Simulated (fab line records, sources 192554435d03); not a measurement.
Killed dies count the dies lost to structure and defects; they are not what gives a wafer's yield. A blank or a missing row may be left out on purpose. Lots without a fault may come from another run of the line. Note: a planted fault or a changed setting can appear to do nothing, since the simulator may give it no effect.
Chamber matching    flow n5_finfet    N5_BEOL_M4_STRIP_66 on rie_diel-01: 4 sister chambers
The step strips in CF4. 20 wafers are shown with their chamber, then 10 later ones without.

## WAFERS, EACH WITH ITS CHAMBER
wafer   chamber  showerhead_plenum_p_Torr (Torr)  throttle_valve_pct (%)  oes_product_au (a.u.)
L074.1  3        1.88                             13.81                   0.81
L074.5  0        1.84                             13.33                   1.00
L074.6  1        1.74                             13.82                   0.76
L075.1  0        1.84                             13.34                   0.97
L075.2  1        1.74                             13.81                   0.77
L075.4  2        1.90                             13.10                   0.91
L077.1  1        1.74                             13.84                   0.76
L077.2  3        1.87                             13.83                   0.80
L077.6  1        1.74                             13.84                   0.77
L078.1  3        1.87                             13.86                   0.80
L078.4  1        1.74                             13.84                   0.76
L078.6  2        1.90                             13.13                   0.90
L081.2  3        1.87                             13.86                   0.79
L081.4  0        1.84                             13.35                   0.93
L081.6  3        1.87                             13.85                   0.79
L084.1  0        1.84                             13.36                   0.93
L084.2  3        1.87                             13.87                   0.79
L084.4  1        1.74                             13.85                   0.75
L088.1  0        1.83                             13.38                   0.91
L088.2  3        1.87                             13.91                   0.79

SIGNATURES, as means of the wafers listed above
reading                   chamber 0  chamber 1  chamber 2  chamber 3  scatter within a chamber
showerhead_plenum_p_Torr  1.8380     1.7400     1.9000     1.8714     0.00322
throttle_valve_pct        13.3520    13.8333    13.1150    13.8557    0.0238
oes_product_au            0.9480     0.7617     0.9050     0.7957     0.0193
Rule: a wafer lies at a distance from a chamber equal to the root of the sum of squares, over the readings, of (its reading less the chamber's mean, divided by the reading's scatter). If the next closest chamber is less than 2 further off than the closest, the wafer can't be placed; otherwise it belongs to the closest. The scatter: the root of (the sum of the squares of (reading less its chamber's mean) over the shown wafers, divided by (wafers less chambers)).

## WAFERS MISSING THEIR CHAMBER
wafer   showerhead_plenum_p_Torr (Torr)  throttle_valve_pct (%)  oes_product_au (a.u.)
L088.3  1.74                             13.89                   0.74
L090.1  1.89                             13.20                   0.85
L090.2  1.83                             13.40                   0.89
L090.5  1.73                             13.89                   0.74
L092.1  1.83                             13.42                   0.89
L092.3  1.73                             13.91                   0.73
L092.6  1.83                             13.40                   0.89
L096.1  1.73                             13.96                   0.72
L096.3  1.83                             13.44                   0.86
L096.5  1.83                             13.43                   0.87

## WHICH CHAMBER EACH WENT THROUGH
wafer   from the rows above  in truth
L088.3  1                    1
L090.1  2                    2
L090.2  0                    0
L090.5  1                    1
L092.1  0                    0
L092.3  1                    1
L092.6  0                    0
L096.1  1                    1
L096.3  0                    0
L096.5  0                    0
Correct placement for 10 of the 10. From these rows, 0 cannot be placed. 0 placed wrongly.
